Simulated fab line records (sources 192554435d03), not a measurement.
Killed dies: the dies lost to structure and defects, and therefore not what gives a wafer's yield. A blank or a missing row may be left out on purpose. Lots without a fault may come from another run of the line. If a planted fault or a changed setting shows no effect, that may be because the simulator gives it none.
fab line records	flow n5_finfet
[record] lots = 6	wafers = 18	last_day = 17
route steps=1938 shown BEOL_M3@1009 BEOL_M4@1021 PASSIVATION@1936
lots that met no fault: from a run of the same line without faults
start_h: hours from the record's opening day to when the first of the lot's shown wafers began	wait_h: hours since the lot's step before	" identical to the entry in the row above	L1.1+2: several wafers, shown together as one row	- no value, or no start was given	* or withheld: withheld	< > ~ a bound
route shown NAME@n: names a module that has steps shown in the file, with the first one's number in the route	usual: mean/standard deviation taken from wafers without a fault	same: alike in all rows	chamber/n: place in a boat	sites: readings site by site	_std_site: how widely they spread, as a standard deviation	_edge_site: inner sites' mean taken away from outer sites' mean	radius_mm: for every site, how far away it sits from the centre of the wafer	mask NAME#n: copy n	behind: the tool/chamber that last shaped the wafer	hold: why the lot went on hold/how many hours it stayed there/how the hold came to an end	device: which transistor (n, p or np) failed to switch	end of line: tests of these same wafers at the route's end	a step with no rows: only its recipe	killed: the dies lost at the first sort to structure and to defects; this is not the yield of the wafer	map: shows each die of a wafer: x if killed, . if not, _ if none is there
set.NAME: the run value of the setting; set.NAME@STEP: its run value at that earlier step	model.NAME: the simulator's own value behind a step, which no gauge read
certain route steps with their lots: each step a table, each wafer a row
services: a tool's chamber out of use, with start hour (start_h, from the record's first day; less than 0 if before it), hours out, and reason
[[steps]]
[step N5_BEOL_M3_ANNEAL_95]
[recipe] temp_c = 400	time_s = 240	ambient = vacuum
[usual] heater_power_w = 807/98
lot.wafer	tool	chamber	start_h	wait_h	heater_power_w
L430.1	pvd_sputter-03	-	208.66	0.0	763
L430.2	"	-	"	"	713
L430.6	"	-	"	"	721
L431.1	pvd_sputter-03	-	212.02	0.0	723
L431.3	"	-	"	"	757
L431.6	"	-	"	"	745
L434.2	pvd_sputter-03	-	228.02	0.0	763
L434.5	"	-	"	"	754
L434.6	"	-	"	"	751
L437.2	pvd_sputter-01	-	247.63	0.0	872
L437.5	"	-	"	"	710
L437.6	"	-	"	"	917
L439.1	pvd_sputter-02	-	257.63	0.0	961
L439.3	"	-	"	"	826
L439.6	"	-	"	"	780
L441.2	pvd_sputter-03	-	281.88	0.0	765
L441.3	"	-	"	"	748
L441.6	"	-	"	"	745
[step N5_BEOL_M3_SPUTTER_96]
[recipe] material = Cu	target_thk_a = 45	temp_c = -20	chamber_pressure_pa = 0.07	power_w = withheld	time_s = 8.29
[usual] throttle_valve_pct = 29.8/0.93
lot.wafer	tool	chamber	start_h	wait_h	throttle_valve_pct
L430.1	pvd_sputter-03	-	208.80	0.1	30.5
L430.2	"	-	"	"	31.7
L430.6	"	-	"	"	31.8
L431.1	pvd_sputter-03	-	212.16	0.1	31.4
L431.3	"	-	"	"	29.7
L431.6	"	-	"	"	29.5
L434.2	pvd_sputter-03	-	228.16	0.1	29.7
L434.5	"	-	"	"	29.7
L434.6	"	-	"	"	29.5
L437.2	pvd_sputter-01	-	247.77	0.1	30.7
L437.5	"	-	"	"	29.8
L437.6	"	-	"	"	30.5
L439.1	pvd_sputter-02	-	257.77	0.1	30.1
L439.3	"	-	"	"	30.1
L439.6	"	-	"	"	29.0
L441.2	pvd_sputter-03	-	282.02	0.1	29.6
L441.3	"	-	"	"	31.8
L441.6	"	-	"	"	31.6
[step N5_BEOL_M3_ECD_50]
[recipe] material = Cu	target_thk_a = 3000
[step N5_BEOL_M3_ANNEAL_51]
[recipe] temp_c = 225	time_s = 90	ambient = N2
[usual] wafer_temp_C_max = 225.99/0.25
lot.wafer	tool	chamber	start_h	wait_h	wafer_temp_C_max
L430.1	rtp_anneal-01	0	208.99	0.1	225.94
L430.2	"	0	"	"	225.90
L430.6	"	0	"	"	225.69
L431.1	rtp_anneal-01	0	212.35	0.1	225.97
L431.3	"	0	"	"	225.89
L431.6	"	0	"	"	225.99
L434.2	rtp_anneal-01	0	228.42	0.1	225.87
L434.5	"	0	"	"	225.85
L434.6	"	0	"	"	226.04
L437.2	rtp_anneal-01	0	248.01	0.1	225.85
L437.5	"	0	"	"	226.29
L437.6	"	0	"	"	226.01
L439.1	rtp_anneal-01	0	257.97	0.1	225.61
L439.3	"	0	"	"	225.68
L439.6	"	0	"	"	225.53
L441.2	rtp_anneal-02	0	282.28	0.1	226.10
L441.3	"	0	"	"	226.23
L441.6	"	0	"	"	226.17
[step N5_BEOL_M3_CMP_52]
[recipe] stop_on = SiOC	t_overpolish_s = 6.8	down_force_psi = 1	platen_rpm = 50	clearing_platen_down_force_psi = 1.5	clearing_platen_rpm = 50	post_cmp_clean = cu_alkaline	target_thk_nm = 40	clearing_platen_pad_velocity_m_s = 0.99484	pad_velocity_m_s = 0.99484
[step N5_BEOL_M3_THK_MEAS_53]
[recipe] thk_meas_gauge = xrf	reads = Cu_of_BEOL_M3_ECD_50
[usual] M3_THK = 40.2/1.5
lot.wafer	tool	chamber	start_h	wait_h	M3_THK[nm]
L430.1	film_metro-01	-	209.59	-	41.5
L430.2	"	-	"	"	39.6
L430.6	"	-	"	"	42.8
L431.1	film_metro-02	-	212.94	-	41.2
L431.3	"	-	"	"	40.1
L431.6	"	-	"	"	41.1
L434.2	film_metro-02	-	228.97	-	42.6
L434.5	"	-	"	"	42.9
L434.6	"	-	"	"	40.5
L437.2	film_metro-02	-	248.74	-	38.9
L437.5	"	-	"	"	39.6
L437.6	"	-	"	"	40.5
L439.1	film_metro-01	-	258.56	-	37.9
L439.3	"	-	"	"	40.9
L439.6	"	-	"	"	40.1
L441.2	film_metro-02	-	282.84	-	40.6
L441.3	"	-	"	"	39.5
L441.6	"	-	"	"	40.5
[step N5_BEOL_M3_PRE_CLEAN_60]
[recipe] gas = NH3/H2	time_s = 15	temp_c = *	rf_power_w = 300
[usual] heater_power_outer_w = 15/11	heater_power_w = 71/18
lot.wafer	tool	chamber	start_h	wait_h	heater_power_outer_w	heater_power_w
L430.1	cvd_co-02	1	209.63	0.0	0	44
L430.2	"	2	"	"	5	67
L430.6	"	0	"	"	35	98
L431.1	cvd_co-02	0	212.98	0.0	33	98
L431.3	"	2	"	"	5	66
L431.6	"	1	"	"	0	43
L434.2	cvd_co-01	1	229.00	0.0	22	81
L434.5	"	1	"	"	23	84
L434.6	"	2	"	"	21	82
L437.2	cvd_co-01	1	248.77	0.0	23	83
L437.5	"	2	"	"	21	81
L437.6	"	1	"	"	23	83
L439.1	cvd_co-01	0	258.60	0.0	6	53
L439.3	"	2	"	"	21	81
L439.6	"	1	"	"	23	82
L441.2	cvd_co-01	0	282.88	0.0	5	55
L441.3	"	2	"	"	21	83
L441.6	"	2	"	"	22	79
[step N5_BEOL_M3_CO_CAP_55]
[recipe] material = Co	target_thk_a = 20	temp_c = 200	precursor = CCTBA/H2	pressure_torr = 30	time_s = 102.1
[step N5_BEOL_M3_PRE_CLEAN_56]
[recipe] gas = NH3	time_s = 15	temp_c = withheld	rf_power_w = 300
[step N5_BEOL_M3_DEP_57]
[recipe] material = SiCN	target_thk_a = 80	temp_c = withheld	precursor = 3MS/NH3	pressure_torr = 3	rf_w = 202	time_s = 14
[usual] chamber_pressure_Torr = 2.999/0.0069	showerhead_plenum_p_Torr = 3.662/0.012	throttle_valve_pct = 9.5/0.77
lot.wafer	tool	chamber	start_h	wait_h	chamber_pressure_Torr	showerhead_plenum_p_Torr	throttle_valve_pct
L430.1	pecvd-04	1	209.79	0.0	2.996	3.653	9.1
L430.2	"	0	"	"	3.011	3.659	9.6
L430.6	"	0	"	"	3.011	3.664	9.7
L431.1	pecvd-01	1	213.14	0.0	3.006	3.661	9.1
L431.3	"	0	"	"	3.007	3.671	11.1
L431.6	"	0	"	"	2.999	3.683	10.8
L434.2	pecvd-04	0	229.17	0.0	3.007	3.664	9.7
L434.5	"	0	"	"	2.997	3.665	9.7
L434.6	"	1	"	"	3.003	3.658	9.3
L437.2	pecvd-01	0	248.94	0.0	3.012	3.669	11.0
L437.5	"	0	"	"	3.005	3.671	10.6
L437.6	"	2	"	"	3.001	3.642	9.0
L439.1	pecvd-03	0	258.76	0.0	3.003	3.666	9.4
L439.3	"	2	"	"	3.001	3.688	8.2
L439.6	"	2	"	"	3.003	3.673	8.3
L441.2	pecvd-03	0	283.04	0.0	3.004	3.663	9.6
L441.3	"	1	"	"	2.992	3.659	9.7
L441.6	"	0	"	"	2.994	3.659	9.5
[step N5_BEOL_M3_RS_MEAS_58]
[recipe] thk_meas_gauge = four-point-probe	reads = Co_of_BEOL_M3_CO_CAP_55+Cu_of_BEOL_M3_ECD_50+Co_of_BEOL_M3_CVD_47+TaN_of_BEOL_M3_ALD_84
[usual] M3_RS = 0.68/0.032
lot.wafer	tool	chamber	start_h	wait_h	M3_RS[ohm/sq]
L430.1	film_metro-01	-	209.88	0.1	0.64
L430.2	"	-	"	"	0.68
L430.6	"	-	"	"	0.62
L431.1	film_metro-02	-	213.20	0.0	0.66
L431.3	"	-	"	"	0.68
L431.6	"	-	"	"	0.67
L434.2	film_metro-02	-	229.26	0.1	0.63
L434.5	"	-	"	"	0.63
L434.6	"	-	"	"	0.67
L437.2	film_metro-02	-	249.03	0.1	0.72
L437.5	"	-	"	"	0.69
L437.6	"	-	"	"	0.67
L439.1	film_metro-02	-	258.82	0.0	0.73
L439.3	"	-	"	"	0.67
L439.6	"	-	"	"	0.68
L441.2	film_metro-01	-	283.10	0.1	0.67
L441.3	"	-	"	"	0.70
L441.6	"	-	"	"	0.67
[step N5_BEOL_M3_INSPECT_59]
[recipe] inspect_instrument = darkfield	mode = post_dep
[usual] raw_defect_count = 77/21
lot.wafer	tool	chamber	start_h	wait_h	raw_defect_count
L430.1	defect_inspect-02	-	209.90	0.0	73
L430.2	"	-	"	"	68
L430.6	"	-	"	"	71
L431.1	defect_inspect-02	-	213.23	0.0	71
L431.3	"	-	"	"	50
L431.6	"	-	"	"	76
L434.2	defect_inspect-02	-	229.28	0.0	94
L434.5	"	-	"	"	139
L434.6	"	-	"	"	103
L437.2	defect_inspect-01	-	249.05	0.0	73
L437.5	"	-	"	"	79
L437.6	"	-	"	"	41
L439.1	defect_inspect-01	-	258.86	0.0	46
L439.3	"	-	"	"	77
L439.6	"	-	"	"	65
L441.2	defect_inspect-02	-	283.13	0.0	125
L441.3	"	-	"	"	106
L441.6	"	-	"	"	62
[step N5_BEOL_M4_ILD_DEP_00]
[recipe] material = SiOC	target_thk_a = 790	temp_c = 350	precursor = DEMS/O2	pressure_torr = 5	rf_w = 500	time_s = 15.3
[usual] chamber_pressure_Torr = 5.000/0.011	heater_power_outer_w = 252/34	heater_power_w = 478/56	showerhead_plenum_p_Torr = 5.695/0.015	throttle_valve_pct = 12.0/0.82
lot.wafer	tool	chamber	start_h	wait_h	chamber_pressure_Torr	heater_power_outer_w	heater_power_w	showerhead_plenum_p_Torr	throttle_valve_pct
L430.1	pecvd-02	0	209.94	0.0	5.008	291	555	5.703	12.1
L430.2	"	2	"	"	4.990	207	405	5.692	11.7
L430.6	"	0	"	"	5.009	295	565	5.704	11.9
L431.1	pecvd-03	1	213.27	0.0	5.012	219	404	5.694	13.0
L431.3	"	0	"	"	4.982	275	539	5.696	12.4
L431.6	"	0	"	"	5.007	275	549	5.708	12.6
L434.2	pecvd-03	2	229.32	0.0	5.005	295	527	5.705	11.0
L434.5	"	0	"	"	5.002	276	534	5.707	12.4
L434.6	"	1	"	"	4.998	205	399	5.690	13.0
L437.2	pecvd-03	0	249.09	0.0	4.999	268	527	5.695	12.5
L437.5	"	0	"	"	5.018	270	531	5.693	12.6
L437.6	"	1	"	"	4.996	247	436	5.685	12.6
L439.1	pecvd-02	0	258.89	0.0	5.012	261	536	5.712	12.0
L439.3	"	1	"	"	5.021	284	481	5.669	11.7
L439.6	"	0	"	"	4.969	274	527	5.704	11.9
L441.2	pecvd-02	1	283.17	0.0	4.998	266	464	5.675	11.6
L441.3	"	2	"	"	5.008	230	442	5.685	11.7
L441.6	"	0	"	"	4.990	265	510	5.721	12.0
[step N5_BEOL_M4_THK_MEAS_01]
[recipe] reads = SiOC_of_BEOL_M4_ILD_DEP_00
[usual] M4_ILD_THK = 79.4/1.1
lot.wafer	tool	chamber	start_h	wait_h	M4_ILD_THK[nm]
L430.1	film_metro-01	-	210.03	0.1	77.3
L430.2	"	-	"	"	77.6
L430.6	"	-	"	"	79.7
L431.1	film_metro-02	-	213.34	0.0	78.8
L431.3	"	-	"	"	79.3
L431.6	"	-	"	"	80.0
L434.2	film_metro-01	-	229.39	0.1	79.6
L434.5	"	-	"	"	81.0
L434.6	"	-	"	"	63.7
L437.2	film_metro-02	-	249.16	0.1	79.3
L437.5	"	-	"	"	81.5
L437.6	"	-	"	"	63.5
L439.1	film_metro-02	-	258.98	0.1	79.0
L439.3	"	-	"	"	79.4
L439.6	"	-	"	"	79.7
L441.2	film_metro-02	-	283.24	0.1	78.3
L441.3	"	-	"	"	78.6
L441.6	"	-	"	"	79.9
[step N5_BEOL_M4_PECVD_72]
[recipe] material = SiO2	target_thk_a = 160	temp_c = 400	precursor = TEOS/O2	pressure_torr = 5.5	rf_w = 450	teos_flow_sccm = 53.8	gas = O2	flow_sccm = 3000	time_s = 18
[step N5_BEOL_M4_RC_MEAS_101]
[usual] DIBL_N = 35.3/1.5	DIBL_P = 35.3/1.9	IOFF_N = 0.145/0.027	IOFF_P = 0.20/0.033	ION_N = 670/12	ION_P = 462/6.8	SS_N = 71.3/0.6	SS_P = 73.1/0.7	VT_N = 251/3.4	VT_P = -251/3.2
lot.wafer	tool	chamber	start_h	wait_h	DIBL_N[mV/V]	DIBL_P[mV/V]	IOFF_N[nA/um]	IOFF_P[nA/um]	ION_N[uA/um]	ION_P[uA/um]	SS_N[mV/dec]	SS_P[mV/dec]	VT_N[mV]	VT_P[mV]
L430.1	prober-01	0	222.46	0.0	35.1	34.5	0.142	0.20	681	468	71.4	72.4	251	-250
L430.2	"	0	"	"	34.1	32.9	0.127	0.17	672	463	71.1	72.5	249	-248
L430.6	"	0	"	"	32.3	31.5	0.108	0.16	673	460	70.6	72.2	251	-251
L431.1	prober-01	0	223.75	0.0	35.1	33.6	0.121	0.18	658	459	71.3	73.9	255	-250
L431.3	"	0	"	"	31.0	29.5	0.074	0.13	652	464	69.1	72.0	261	-254
L431.6	"	0	"	"	34.4	33.2	0.104	0.17	651	460	70.9	72.6	257	-252
L434.2	prober-01	0	251.12	0.2	36.1	37.0	0.162	0.22	672	467	71.6	73.0	250	-247
L434.5	"	0	"	"	37.5	38.3	0.186	0.24	677	467	71.4	74.6	247	-248
L434.6	"	0	"	"	36.3	36.7	0.143	0.21	654	454	71.4	73.1	252	-249
L437.2	prober-01	0	260.03	0.2	33.8	35.2	0.119	0.18	666	464	70.2	72.4	252	-253
L437.5	"	0	"	"	36.4	36.7	0.158	0.21	674	464	72.0	73.4	253	-250
L437.6	"	0	"	"	32.1	32.6	0.091	0.14	654	457	70.6	72.3	258	-255
L439.1	prober-01	0	277.53	0.0	35.3	34.7	0.162	0.21	678	466	71.5	73.7	248	-251
L439.3	"	0	"	"	36.4	35.0	0.179	0.22	690	465	71.5	73.6	247	-252
L439.6	"	0	"	"	34.8	33.2	0.136	0.18	666	465	71.2	72.9	252	-251
L441.2	prober-02	0	296.41	0.2	34.7	35.5	0.141	0.20	684	465	71.5	73.5	253	-250
L441.3	"	0	"	"	36.9	38.2	0.172	0.25	688	473	71.8	74.2	250	-248
L441.6	"	0	"	"	34.4	35.3	0.136	0.20	674	465	71.1	74.1	249	-253
[step N5_PASSIVATION_PROBE_49]
[usual] defect_limited_yield = 91.2/1.5	killed_at_M0_to_M3 = 34/11	killed_at_M4_up = 14/5.4	killed_at_contacts = 12/5.9	killed_at_front_end = 40/12	killed_at_other = 4/3.3	killed_dies = 103/18	killed_open = 68/13	killed_short = 34/7.5	sort_bin_5_function = 5.1/1	sort_bin_6_memory = 3.3/0.7	sort_bin_8_speed = 0.03/0.27	sort_n_pass = 1076/18	sort_yield_pct = 91.2/1.5
[same] gross_dies = 1180	killed_at_back_side = 0	sort_bin_4_leakage[%] = 0
lot.wafer	tool	chamber	start_h	wait_h	defect_limited_yield[%]	killed_at_M0_to_M3	killed_at_M4_up	killed_at_contacts	killed_at_front_end	killed_at_other	killed_dies	killed_open	killed_short	sort_bin_5_function[%]	sort_bin_6_memory[%]	sort_bin_8_speed[%]	sort_n_pass	sort_yield_pct[%]
L434.6	prober-01	-	356.64	0.3	89.0	48	24	21	29	8	130	86	38	6.9	3.4	0	1050	89.0
L437.2	prober-02	-	357.55	0.1	91.0	34	18	12	42	0	106	67	39	4.7	4.0	0	1074	91.0
L437.5	prober-02	-	357.70	0.2	90.5	48	17	18	29	0	112	78	34	6.2	3.2	0	1068	90.5
L437.6	prober-02	-	357.75	0.3	91.8	28	22	11	35	1	97	65	27	5.3	2.3	0	1083	91.8
L439.1	prober-01	-	378.21	0.0	90.2	42	19	9	39	7	116	80	36	6.0	3.4	0	1064	90.2
L439.3	prober-01	-	378.31	0.1	92.6	42	8	4	27	6	87	60	27	4.5	2.5	0	1093	92.6
L439.6	prober-01	-	378.46	0.3	91.4	52	14	8	22	5	101	68	33	4.6	3.9	0	1079	91.4
// killed by level:class
L434.6 MOL_CONTACT_COAG:geometric_particle:open=17 BEOL_M0_SAQP:geometric_particle:open=15 BEOL_M0_SAQP:geometric_particle:short=11 BEOL_M4:geometric_particle:open=10 FIN_SAQP:geometric_particle:short=7 FIN_SAQP:geometric_particle:open=7 BEOL_M3:geometric_particle:open=7 BEOL_M1:geometric_particle:open=6
L437.2 STI_FIN_REVEAL:geometric_particle:open=12 MOL_CONTACT_COAG:geometric_particle:open=9 BEOL_M2:geometric_particle:short=7 FIN_SAQP:geometric_particle:open=6 BEOL_M4:geometric_particle:open=6 BEOL_M0_SAQP:geometric_particle:short=5 BEOL_M0_SAQP:geometric_particle:open=5 BEOL_M3:geometric_particle:open=5
L437.5 BEOL_M3:geometric_particle:open=18 MOL_CONTACT_COAG:geometric_particle:open=13 BEOL_M0_SAQP:geometric_particle:open=9 BEOL_M4:geometric_particle:open=9 BEOL_M0_SAQP:geometric_particle:short=6 BEOL_M1:geometric_particle:open=6 MOL_CONTACT_COAG:geometric_particle:short=5 GATE_CUT:geometric_particle:short=4
L437.6 BEOL_M4:geometric_particle:open=11 MOL_CONTACT_COAG:geometric_particle:open=8 BEOL_M3:geometric_particle:open=7 BEOL_M0_SAQP:geometric_particle:open=6 FIN_SAQP:geometric_particle:short=5 GATE_CUT:geometric_particle:short=5 BEOL_M2:geometric_particle:open=5 STARTING-WAFER:geometric_particle:open=5
L439.1 BEOL_M3:geometric_particle:open=15 FIN_SAQP:geometric_particle:short=9 STI_FIN_REVEAL:geometric_particle:open=9 BEOL_M4:geometric_particle:open=8 BEOL_M0_SAQP:geometric_particle:open=7 BEOL_M2:geometric_particle:open=7 BEOL_M0_SAQP:geometric_particle:short=6 MOL_CONTACT_COAG:geometric_particle:open=5
L439.3 BEOL_M1:geometric_particle:open=11 BEOL_M2:geometric_particle:open=8 BEOL_M3:geometric_particle:open=7 STI_FIN_REVEAL:geometric_particle:open=4 GATE_CUT:geometric_particle:open=4 MOL_CONTACT_COAG:geometric_particle:open=4 BEOL_M0_SAQP:geometric_particle:short=4 MIM_TOP:geometric_particle:open=4
L439.6 BEOL_M3:geometric_particle:open=15 BEOL_M2:geometric_particle:open=12 BEOL_M0_SAQP:geometric_particle:open=9 MOL_CONTACT_COAG:geometric_particle:open=7 BEOL_M0_SAQP:geometric_particle:short=6 FIN_SAQP:geometric_particle:open=5 FIN_SAQP:geometric_particle:short=4 GATE_CUT:geometric_particle:short=4
[[services]]
tool	chamber	start_h	hours	kind
rtp_anneal-01	-	190.38	1.0	pm
cvd_co-02	2	191.18	10.4	repair
cvd_co-01	-	194.75	0.4	repair
pecvd-04	-	197.04	6.0	pm
pecvd-03	0	197.26	5.5	scheduled_down
pecvd-04	2	203.04	-	clean
pecvd-04	2	203.04	-	consumable_replace:showerhead
pecvd-04	2	203.04	29.0	scheduled_down
pecvd-04	2	203.04	29.0	vent_cycle
pecvd-02	1	205.32	29.0	repair
pecvd-03	1	225.62	2.1	scheduled_down
pecvd-04	0	233.72	5.0	scheduled_down
pecvd-01	1	235.83	46.6	repair
cvd_co-01	-	238.04	2.7	repair
rtp_anneal-02	-	238.78	2.8	pm
pecvd-02	-	241.27	0.6	repair
pecvd-02	2	258.87	2.1	scheduled_down
cvd_co-02	-	263.99	6.9	pm
pecvd-01	-	271.40	0.5	repair
cvd_co-02	1	271.56	2.1	repair
pecvd-01	2	273.42	4.2	repair
pecvd-04	1	273.54	5.3	repair
pvd_sputter-02	-	281.96	0.5	repair
[[key]]
[first_sign] step = N5_BEOL_M4_THK_MEAS_01	reading = M4_ILD_THK	direction = down	sigmas = 14	usual = 79.4	struck = 63.6
effect none on later readings
met_at N5_BEOL_M4_ILD_DEP_00
struck_wafers L434.6,L437.6
onset_between 213.27 229.32
[fault] kind = site_profile_drift	tool = pecvd-03	chamber = 1	onset_h = 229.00	steps = N5_BEOL_M4_ILD_DEP_00	basis = fraction	max_abs_drift = 0.4703	slope_share_per_hr = 104.51	site_pattern = 0,0,0,0,0,-1,-1,-1,-1
